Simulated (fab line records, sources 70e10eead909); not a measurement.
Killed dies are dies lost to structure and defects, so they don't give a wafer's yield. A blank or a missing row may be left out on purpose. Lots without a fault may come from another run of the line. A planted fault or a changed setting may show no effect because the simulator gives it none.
A struck lot beside a sound one | flow nand_harc | 19 steps out of a route of 1302
Sound: wafers L295.1, L295.3, L295.6. Struck: wafers L291.4, L291.6. (L291.2 of the same lot was not struck and is left out.) The cause comes at the end.
At each step with rows: each side's tool, then ch and its chambers, then its first start. Under that, the readings that differ: sound wafers | struck wafers | difference of the means | sigmas: that difference in standard deviations of wafers without a fault.
alike: readings whose means differ by less than 2 such deviations, and words and numbers that are the same on both sides. not compared: withheld readings, readings that some wafer has no value for, bounds like >300 that may hide the same value, and numbers for which the record gives no deviation and whose values overlap.
The two part at a step that has a row with sigmas, a row that says differs or no value, or rows on one side only. Numbers that don't overlap but have no deviation are shown without sigmas and don't part them. A reading that every wafer of one side lacks parts them only if that side has two wafers or more.

NHARC_P_GATE_CD_MEAS_91: target cd 2000 nm.
  sound on cd_sem-03 ch 0, day 13 05:08; struck on cd_sem-03 ch 0, day 11 18:04
  alike: cd_nm
then, 4 steps without rows for these wafers: NHARC_P_GATE_HARDBAKE_92 (time 80 s); NHARC_P_GATE_DESCUM_93 (chemistry O2, time 3 s); NHARC_P_GATE_IMPLANT_94; NHARC_P_GATE_STRIP_113 (strips in N2/H2, time 740 s).
NHARC_P_GATE_STRIP_95: strips in O2.
  sound on plasma_asher-02 ch 0,1, day 13 06:23; struck on plasma_asher-01 ch 0,1, day 11 19:18
  alike: drypump_motor_current_A, heater_power_w
  not compared: rf_hours_counter_h
then, 1 step without rows for these wafers: NHARC_P_GATE_STRIP_96 (strips in SPM, time 900 s).
NHARC_P_GATE_RTA_64: time 1 s.
  sound on rtp_anneal-01 ch 0, day 13 06:57; struck on rtp_anneal-02 ch 0, day 11 19:56
  reading            | sound          | struck    | difference | sigmas
  lamp_power_pct (%) | 34.2 34.2 34.3 | 32.3 32.3 | -1.9       | -2
  alike: wafer_temp_C_max
then, 1 step without rows for these wafers: NHARC_P_GATE_ETCH_77 (etches SiO2 in dHF, target depth 6 nm).
NHARC_P_GATE_DEGAS_109: time 60 s.
  sound on pvd_sputter-02, day 13 07:16; struck on pvd_sputter-01, day 11 20:14
  alike: heater_power_w
then, 2 steps without rows for these wafers: NHARC_P_GATE_PRE_CLEAN_110 (time 30 s); NHARC_P_GATE_SPUTTER_78 (material Ni, target thk 10 nm).
NHARC_P_GATE_SPUTTER_79: material TiN, target thk 10 nm.
  sound on pvd_sputter-02, day 13 07:26; struck on pvd_sputter-01, day 11 20:25
NHARC_P_GATE_RTA_80: time 30 s.
  sound on rtp_anneal-01 ch 0, day 13 07:33; struck on rtp_anneal-02 ch 0, day 11 20:33
  alike: lamp_power_pct, wafer_temp_C_max
then, 2 steps without rows for these wafers: NHARC_P_GATE_STRIP_67 (strips in SPM, time 600 s); NHARC_P_GATE_RTA_82 (time 30 s).
NHARC_P_GATE_INSPECT_68:
  sound on defect_inspect-01, day 13 08:13; struck on defect_inspect-01, day 11 21:11
  reading          | sound       | struck   | difference | sigmas
  raw_defect_count | 163 131 153 | 948 1065 | +858       | +13
NHARC_P_CONTACT_DEP_30: deposits SiNx, target thk 30 nm.
  sound on pecvd-01 ch 0,1,2, day 13 08:19; struck on pecvd-03 ch 0,2, day 11 21:14
  alike: heater_power_w
-- the record jumps here: 19 days lie between the struck wafers' starts before and after (it left off in module P_CONTACT and takes up again in module END, whose first step shown is number 1302 of the route) --
NHARC_END_SORT_01:
  the record has rows for the struck wafers here (prober-01 ch 0, day 30 11:26) and none for the sound ones

WHERE THEY PART
First at NHARC_P_GATE_RTA_64; last, within this record, at NHARC_END_SORT_01.

WHY: what the simulator had put in
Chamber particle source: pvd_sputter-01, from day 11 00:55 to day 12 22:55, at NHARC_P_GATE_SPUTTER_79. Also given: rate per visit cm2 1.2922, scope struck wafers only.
